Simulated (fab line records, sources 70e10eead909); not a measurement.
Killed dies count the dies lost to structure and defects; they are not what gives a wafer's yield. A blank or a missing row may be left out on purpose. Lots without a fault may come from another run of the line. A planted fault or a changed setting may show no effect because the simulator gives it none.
Chamber matching :: flow nand_harc :: 3 sister chambers for NHARC_P_M1_CMP_23 on cmp-04
The step polishes, t overpolish 20 s, target thk 157.82 nm. 6 wafers are shown with their chamber, then 5 later ones without.

== WAFERS WITH THEIR CHAMBER ==
wafer: L079.1
chamber: 0
motor_current_A (A): 12.0
time_to_endpoint_s (s): 28

wafer: L079.5
chamber: 0
motor_current_A (A): 12.4
time_to_endpoint_s (s): 28

wafer: L081.3
chamber: 3
motor_current_A (A): 12.4
time_to_endpoint_s (s): 32

wafer: L081.5
chamber: 1
motor_current_A (A): 9.5
time_to_endpoint_s (s): 26

wafer: L083.1
chamber: 3
motor_current_A (A): 12.4
time_to_endpoint_s (s): 32

wafer: L083.2
chamber: 1
motor_current_A (A): 9.8
time_to_endpoint_s (s): 29

== WAFERS WHOSE CHAMBER IS MISSING ==
wafer: L086.5
motor_current_A (A): 10.1
time_to_endpoint_s (s): 24

wafer: L086.6
motor_current_A (A): 11.8
time_to_endpoint_s (s): 29

wafer: L095.2
motor_current_A (A): 9.6
time_to_endpoint_s (s): 30

wafer: L095.4
motor_current_A (A): 12.5
time_to_endpoint_s (s): 33

wafer: L095.5
motor_current_A (A): 11.8
time_to_endpoint_s (s): 37

== WHICH CHAMBER EACH WENT THROUGH ==
wafer: L086.5
from the rows above: 1
in truth: 1

wafer: L086.6
from the rows above: can't be placed: 0 or 3
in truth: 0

wafer: L095.2
from the rows above: 1
in truth: 1

wafer: L095.4
from the rows above: 3
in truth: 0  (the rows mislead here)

wafer: L095.5
from the rows above: 3
in truth: 3
Placed correctly: 3 of 5. From these rows, 1 cannot be placed; in 1 the true chamber is one of the candidates. Placed wrongly: 1.
How it was worked out, from the rows above alone: a wafer's distance from a chamber is the root of the sum, over the readings, of the square of ((its reading less the chamber's mean) divided by the reading's scatter). If the next closest chamber is less than 2 further off than the closest, the wafer can't be placed; otherwise it belongs to the closest. Each chamber's mean is taken over the wafers shown for it. The scatter is the square root of a quotient: the sum, over the shown wafers, of each reading's squared deviation from its chamber's mean, divided by wafers minus chambers.
